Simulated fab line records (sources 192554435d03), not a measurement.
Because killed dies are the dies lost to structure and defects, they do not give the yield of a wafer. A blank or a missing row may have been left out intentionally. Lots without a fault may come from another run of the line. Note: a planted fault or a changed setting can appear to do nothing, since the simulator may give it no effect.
Which tool is to blame? / flow n5_finfet / 9 lots, 27 wafers sampled, at 7 steps of a route of 1938

WHAT THE GAUGES SHOWED, per wafer
N5_BEOL_M4_CD_MEAS_11: the cd target is 16.79 nm. Usual: 16.83 nm for cd_nm, sd 0.28.
lot=L943; measured=day 7 17:29; on=cd_sem-03; cd_nm (nm)=16.97 16.73 16.67; flag=
lot=L946; measured=day 8 13:14; on=cd_sem-01; cd_nm (nm)=16.96 16.66 16.52; flag=
lot=L947; measured=day 8 14:23; on=cd_sem-01; cd_nm (nm)=16.94 17.08 17.03; flag=
lot=L954; measured=day 10 04:26; on=cd_sem-01; cd_nm (nm)=12.49 12.70 13.12; flag=OFF
lot=L956; measured=day 12 10:38; on=cd_sem-01; cd_nm (nm)=13.51 13.14 13.36; flag=OFF
lot=L957; measured=day 12 20:28; on=cd_sem-01; cd_nm (nm)=16.88 16.67 17.57; flag=
lot=L955; measured=day 12 20:38; on=cd_sem-03; cd_nm (nm)=13.92 14.19 14.54; flag=OFF
lot=L958; measured=day 13 00:48; on=cd_sem-03; cd_nm (nm)=17.08 16.86 16.87; flag=
lot=L959; measured=day 13 06:29; on=cd_sem-03; cd_nm (nm)=16.59 16.53 17.06; flag=

N5_BEOL_M4_INSPECT_13: inspects for defects (brightfield). Usual: 405 for raw_defect_count, sd 100.
lot=L943; measured=day 7 17:34; on=defect_inspect-01; raw_defect_count=759 619 391; flag=
lot=L946; measured=day 8 13:20; on=defect_inspect-02; raw_defect_count=481 530 378; flag=
lot=L947; measured=day 8 14:29; on=defect_inspect-01; raw_defect_count=295 365 455; flag=
lot=L954; measured=day 10 04:31; on=defect_inspect-01; raw_defect_count=353 366 391; flag=
lot=L956; measured=day 12 10:43; on=defect_inspect-02; raw_defect_count=334 368 323; flag=
lot=L957; measured=day 12 20:33; on=defect_inspect-01; raw_defect_count=413 375 338; flag=
lot=L955; measured=day 12 20:43; on=defect_inspect-01; raw_defect_count=356 364 313; flag=
lot=L958; measured=day 13 00:53; on=defect_inspect-01; raw_defect_count=406 387 356; flag=
lot=L959; measured=day 13 06:34; on=defect_inspect-01; raw_defect_count=522 524 337; flag=

N5_BEOL_M4_CD_MEAS_18: pitch 36 nm, target cd 18 nm. Usual: 18.1 nm for cd_nm, sd 0.34.
lot=L943; measured=day 7 18:02; on=cd_sem-01; cd_nm (nm)=18.5 18.0 17.6; flag=
lot=L946; measured=day 8 13:54; on=cd_sem-03; cd_nm (nm)=18.1 17.8 18.1; flag=
lot=L947; measured=day 8 15:00; on=cd_sem-01; cd_nm (nm)=18.2 18.0 18.4; flag=
lot=L954; measured=day 10 04:59; on=cd_sem-02; cd_nm (nm)=13.6 13.5 13.6; flag=OFF
lot=L956; measured=day 12 11:12; on=cd_sem-03; cd_nm (nm)=14.7 14.3 14.7; flag=OFF
lot=L957; measured=day 12 21:22; on=cd_sem-03; cd_nm (nm)=18.3 18.1 18.1; flag=
lot=L955; measured=day 12 21:27; on=cd_sem-02; cd_nm (nm)=15.9 15.7 15.9; flag=OFF
lot=L958; measured=day 13 01:22; on=cd_sem-03; cd_nm (nm)=18.3 18.3 18.0; flag=
lot=L959; measured=day 13 07:02; on=cd_sem-02; cd_nm (nm)=18.2 18.0 18.6; flag=

N5_BEOL_M4_RC_MEAS_101. Usual: DIBL_N 36.3 mV/V, standard deviation 1.7; DIBL_P 36.5 mV/V, standard deviation 2.1; IOFF_N 0.16 nA/um, standard deviation 0.03; IOFF_P 0.22 nA/um, standard deviation 0.035; ION_N 675 uA/um, standard deviation 11; ION_P 465 uA/um, standard deviation 7.1; SS_N 71.5 mV/dec, standard deviation 0.62; SS_P 73.3 mV/dec, standard deviation 0.64; VT_N 250 mV, standard deviation 3.1; VT_P -249.1 mV, standard deviation 3.
lot=L943; measured=day 8 02:34; on=prober-01; DIBL_N (mV/V)=37.8 37.7 35.5; DIBL_P (mV/V)=38.9 38.4 36.7; IOFF_N (nA/um)=0.19 0.19 0.15; IOFF_P (nA/um)=0.26 0.27 0.23; ION_N (uA/um)=682 686 675; ION_P (uA/um)=470 473 469; SS_N (mV/dec)=72.1 72.0 71.0; SS_P (mV/dec)=73.8 73.4 72.5; VT_N (mV)=246 248 252; VT_P (mV)=-245.8 -246.1 -248.8; flag=
lot=L946; measured=day 8 20:51; on=prober-02; DIBL_N (mV/V)=37.0 36.8 38.2; DIBL_P (mV/V)=37.1 36.1 38.9; IOFF_N (nA/um)=0.16 0.14 0.19; IOFF_P (nA/um)=0.24 0.21 0.27; ION_N (uA/um)=688 666 689; ION_P (uA/um)=479 465 476; SS_N (mV/dec)=71.4 71.5 71.7; SS_P (mV/dec)=73.4 73.0 73.9; VT_N (mV)=249 253 247; VT_P (mV)=-247.9 -248.5 -246.0; flag=
lot=L947; measured=day 8 22:09; on=prober-01; DIBL_N (mV/V)=39.5 37.1 38.1; DIBL_P (mV/V)=41.8 38.5 40.9; IOFF_N (nA/um)=0.24 0.20 0.21; IOFF_P (nA/um)=0.32 0.26 0.29; ION_N (uA/um)=675 680 696; ION_P (uA/um)=469 472 476; SS_N (mV/dec)=72.6 72.6 72.8; SS_P (mV/dec)=74.9 73.7 74.0; VT_N (mV)=248 246 245; VT_P (mV)=-246.1 -246.7 -245.6; flag=
lot=L957; measured=day 13 09:56; on=prober-01; DIBL_N (mV/V)=33.6 38.5 33.4; DIBL_P (mV/V)=33.2 38.7 33.4; IOFF_N (nA/um)=0.13 0.22 0.12; IOFF_P (nA/um)=0.18 0.27 0.18; ION_N (uA/um)=654 687 657; ION_P (uA/um)=452 469 458; SS_N (mV/dec)=71.5 72.2 71.7; SS_P (mV/dec)=73.0 73.7 73.0; VT_N (mV)=251 245 253; VT_P (mV)=-250.5 -247.3 -251.6; flag=
lot=L958; measured=day 13 19:34; on=prober-02; DIBL_N (mV/V)=39.1 36.4 37.4; DIBL_P (mV/V)=37.8 35.2 36.1; IOFF_N (nA/um)=0.19 0.15 0.16; IOFF_P (nA/um)=0.24 0.20 0.23; ION_N (uA/um)=671 664 668; ION_P (uA/um)=470 460 465; SS_N (mV/dec)=72.9 71.8 71.3; SS_P (mV/dec)=73.6 73.2 73.7; VT_N (mV)=247 252 250; VT_P (mV)=-247.0 -249.7 -246.5; flag=
lot=L959; measured=day 14 13:00; on=prober-02; DIBL_N (mV/V)=32.9 33.7 33.4; DIBL_P (mV/V)=34.5 35.4 34.9; IOFF_N (nA/um)=0.14 0.14 0.14; IOFF_P (nA/um)=0.19 0.20 0.19; ION_N (uA/um)=678 661 660; ION_P (uA/um)=462 459 459; SS_N (mV/dec)=71.1 71.2 70.5; SS_P (mV/dec)=73.4 72.9 73.0; VT_N (mV)=249 249 252; VT_P (mV)=-251.0 -253.3 -251.4; flag=

WHAT TOOL EACH LOT RAN ON (gives the tool, then ch and the chambers of the sampled wafers, and finally the start)
lot=L943; N5_BEOL_M3_CMP_52=cmp-01 ch 0,2,3, day 7 15:35; N5_BEOL_M4_ILD_DEP_00=pecvd-03 ch 0,2, day 7 16:13; N5_BEOL_M4_EXPOSE_08=euv_scanner-02 ch 0, day 7 17:22
lot=L946; N5_BEOL_M3_CMP_52=cmp-03 ch 0,1,2, day 8 09:36; N5_BEOL_M4_ILD_DEP_00=pecvd-01 ch 0,1, day 8 10:17; N5_BEOL_M4_EXPOSE_08=euv_scanner-02 ch 0, day 8 13:07
lot=L947; N5_BEOL_M3_CMP_52=cmp-03 ch 0,2,3, day 8 12:43; N5_BEOL_M4_ILD_DEP_00=pecvd-03 ch 0,1,2, day 8 13:22; N5_BEOL_M4_EXPOSE_08=euv_scanner-01 ch 0, day 8 14:16
lot=L954; N5_BEOL_M3_CMP_52=cmp-01 ch 1,2, day 10 03:07; N5_BEOL_M4_ILD_DEP_00=pecvd-03 ch 0,1, day 10 03:44; N5_BEOL_M4_EXPOSE_08=euv_scanner-02 ch 0, day 10 04:18
lot=L956; N5_BEOL_M3_CMP_52=cmp-01 ch 2,3, day 12 08:35; N5_BEOL_M4_ILD_DEP_00=pecvd-01 ch 0,1,2, day 12 09:13; N5_BEOL_M4_EXPOSE_08=euv_scanner-02 ch 0, day 12 10:30
lot=L957; N5_BEOL_M3_CMP_52=cmp-03 ch 1,2,3, day 12 17:38; N5_BEOL_M4_ILD_DEP_00=pecvd-03 ch 0,1, day 12 18:15; N5_BEOL_M4_EXPOSE_08=euv_scanner-01 ch 0, day 12 20:20
lot=L955; N5_BEOL_M3_CMP_52=cmp-02 ch 0,3, day 12 18:52; N5_BEOL_M4_ILD_DEP_00=pecvd-03 ch 0,1, day 12 19:28; N5_BEOL_M4_EXPOSE_08=euv_scanner-02 ch 0, day 12 20:30
lot=L958; N5_BEOL_M3_CMP_52=cmp-01 ch 0,2, day 12 22:47; N5_BEOL_M4_ILD_DEP_00=pecvd-04 ch 1,2, day 12 23:23; N5_BEOL_M4_EXPOSE_08=euv_scanner-01 ch 0, day 13 00:41
lot=L959; N5_BEOL_M3_CMP_52=cmp-02 ch 1,3, day 13 03:28; N5_BEOL_M4_ILD_DEP_00=pecvd-03 ch 0,1, day 13 04:03; N5_BEOL_M4_EXPOSE_08=euv_scanner-01 ch 0, day 13 06:22
- N5_BEOL_M3_CMP_52: polishes, stops on SiOC, t overpolish 6.8 s, target thk 40 nm.
- N5_BEOL_M4_ILD_DEP_00: deposits SiOC from DEMS/O2, target thk 79 nm, time 15.3 s.
- N5_BEOL_M4_EXPOSE_08: exposes mask M4.

AS READ BY THE TOOLS THEMSELVES (means over the sampled wafers that have a number; for cases with no such wafer, the mark the record gives instead)
N5_BEOL_M3_CMP_52. Usual: barrier_field_endpoint_s 24.8 s, standard deviation 0.63; motor_current_A 5.9 A, standard deviation 0.48; overpolish_run_s 6.799 s, standard deviation 0.0093; pad_life_wafers 1028, standard deviation 560; platen_rpm 50.00 rpm, standard deviation 0.032; time_to_endpoint_s 62.7 s, standard deviation 2.7.
lot=L943; tool=cmp-01; barrier_field_endpoint_s (s)=25.7; motor_current_A (A)=5.4; overpolish_run_s (s)=6.801; pad_life_wafers=248; platen_rpm (rpm)=49.98; time_to_endpoint_s (s)=65.5; flag=
lot=L946; tool=cmp-03; barrier_field_endpoint_s (s)=24.2; motor_current_A (A)=6.0; overpolish_run_s (s)=6.793; pad_life_wafers=1040; platen_rpm (rpm)=49.96; time_to_endpoint_s (s)=59.8; flag=
lot=L947; tool=cmp-03; barrier_field_endpoint_s (s)=23.9; motor_current_A (A)=6.0; overpolish_run_s (s)=6.805; pad_life_wafers=1064; platen_rpm (rpm)=49.98; time_to_endpoint_s (s)=61.8; flag=
lot=L954; tool=cmp-01; barrier_field_endpoint_s (s)=25.4; motor_current_A (A)=5.8; overpolish_run_s (s)=6.792; pad_life_wafers=720; platen_rpm (rpm)=50.01; time_to_endpoint_s (s)=64.1; flag=
lot=L956; tool=cmp-01; barrier_field_endpoint_s (s)=24.9; motor_current_A (A)=6.0; overpolish_run_s (s)=6.805; pad_life_wafers=1218; platen_rpm (rpm)=49.96; time_to_endpoint_s (s)=62.4; flag=
lot=L957; tool=cmp-03; barrier_field_endpoint_s (s)=24.7; motor_current_A (A)=6.2; overpolish_run_s (s)=6.798; pad_life_wafers=1982; platen_rpm (rpm)=50.01; time_to_endpoint_s (s)=62.4; flag=
lot=L955; tool=cmp-02; barrier_field_endpoint_s (s)=24.9; motor_current_A (A)=6.4; overpolish_run_s (s)=6.798; pad_life_wafers=546; platen_rpm (rpm)=49.98; time_to_endpoint_s (s)=63.6; flag=
lot=L958; tool=cmp-01; barrier_field_endpoint_s (s)=24.6; motor_current_A (A)=5.4; overpolish_run_s (s)=6.797; pad_life_wafers=1303; platen_rpm (rpm)=49.99; time_to_endpoint_s (s)=61.5; flag=
lot=L959; tool=cmp-02; barrier_field_endpoint_s (s)=24.7; motor_current_A (A)=6.4; overpolish_run_s (s)=6.804; pad_life_wafers=602; platen_rpm (rpm)=50.02; time_to_endpoint_s (s)=60.9; flag=

N5_BEOL_M4_ILD_DEP_00. Usual: heater_power_w 480 W, standard deviation 57; showerhead_plenum_p_Torr 5.683 Torr, standard deviation 0.018; throttle_valve_pct 11.8 %, standard deviation 0.64.
lot=L943; tool=pecvd-03; heater_power_w (W)=480; showerhead_plenum_p_Torr (Torr)=5.678; throttle_valve_pct (%)=11.4; flag=
lot=L946; tool=pecvd-01; heater_power_w (W)=448; showerhead_plenum_p_Torr (Torr)=5.710; throttle_valve_pct (%)=12.9; flag=
lot=L947; tool=pecvd-03; heater_power_w (W)=459; showerhead_plenum_p_Torr (Torr)=5.674; throttle_valve_pct (%)=11.6; flag=
lot=L954; tool=pecvd-03; heater_power_w (W)=486; showerhead_plenum_p_Torr (Torr)=5.672; throttle_valve_pct (%)=11.7; flag=
lot=L956; tool=pecvd-01; heater_power_w (W)=439; showerhead_plenum_p_Torr (Torr)=5.700; throttle_valve_pct (%)=12.1; flag=
lot=L957; tool=pecvd-03; heater_power_w (W)=509; showerhead_plenum_p_Torr (Torr)=5.686; throttle_valve_pct (%)=11.8; flag=
lot=L955; tool=pecvd-03; heater_power_w (W)=514; showerhead_plenum_p_Torr (Torr)=5.687; throttle_valve_pct (%)=11.7; flag=
lot=L958; tool=pecvd-04; heater_power_w (W)=567; showerhead_plenum_p_Torr (Torr)=5.684; throttle_valve_pct (%)=12.5; flag=
lot=L959; tool=pecvd-03; heater_power_w (W)=464; showerhead_plenum_p_Torr (Torr)=5.681; throttle_valve_pct (%)=11.3; flag=

N5_BEOL_M4_EXPOSE_08. Usual: exposure_dose_mJ_cm2 41.33, standard deviation 0.22; focus_offset_nm -0.1 nm, standard deviation 0.51.
lot=L943; tool=euv_scanner-02; exposure_dose_mJ_cm2=41.14; focus_offset_nm (nm)=0.1; flag=
lot=L946; tool=euv_scanner-02; exposure_dose_mJ_cm2=41.13; focus_offset_nm (nm)=-0.3; flag=
lot=L947; tool=euv_scanner-01; exposure_dose_mJ_cm2=41.55; focus_offset_nm (nm)=0.2; flag=
lot=L954; tool=euv_scanner-02; exposure_dose_mJ_cm2=34.18; focus_offset_nm (nm)=-0.4; flag=OFF
lot=L956; tool=euv_scanner-02; exposure_dose_mJ_cm2=35.62; focus_offset_nm (nm)=-0.1; flag=OFF
lot=L957; tool=euv_scanner-01; exposure_dose_mJ_cm2=41.60; focus_offset_nm (nm)=-0.2; flag=
lot=L955; tool=euv_scanner-02; exposure_dose_mJ_cm2=36.71; focus_offset_nm (nm)=0.2; flag=OFF
lot=L958; tool=euv_scanner-01; exposure_dose_mJ_cm2=41.58; focus_offset_nm (nm)=-0.4; flag=
lot=L959; tool=euv_scanner-01; exposure_dose_mJ_cm2=41.65; focus_offset_nm (nm)=-0.5; flag=

THE ANSWER, worked out from the rows above alone
Rule: lot off if the mean of its wafers having a number is beyond 3 standard deviations from the usual mean. Also off: a lot with no number at a reading for which 4 or more lots have one. All remaining lots with rows at the step are treated as sound. The gauges are gone through in route order, then the tools' own readings, and for those a lot's mean is taken as printed above. At the first step where some lot is off, the reading lying furthest off is the one used; lots without a number count as furthest.
Off, at N5_BEOL_M4_CD_MEAS_11 on cd_nm: L954, L956, L955.
A tool fits if, at a process step before that reading, it ran every lot that is off, and no sound lot after the first of them. The gauges at N5_BEOL_M4_CD_MEAS_11 aren't tried: what is off there is off at N5_BEOL_M4_EXPOSE_08 too, on other tools, and a gauge's error can't cause that. One candidate fits, namely euv_scanner-02 at N5_BEOL_M4_EXPOSE_08. Its last sound lot is L946 (day 8 13:07), its first lot that is off L954 (day 10 04:18): a fault that began between those two fits.
The tool's own readings at N5_BEOL_M4_EXPOSE_08 bear it out: on the lots that are off they differ by more than 5 times the standard deviation of the sound lots' means. exposure_dose_mJ_cm2 reads 35.50 there against 41.44 on the sound lots.

WHAT THE SIMULATOR HAD PUT IN
Process parameters drifting: euv_scanner-02 at N5_BEOL_M4_EXPOSE_08, beginning at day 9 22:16. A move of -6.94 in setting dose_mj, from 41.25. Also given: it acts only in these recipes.
Shown lots that were struck: L954, L956, L955. Same finding as the rule above.
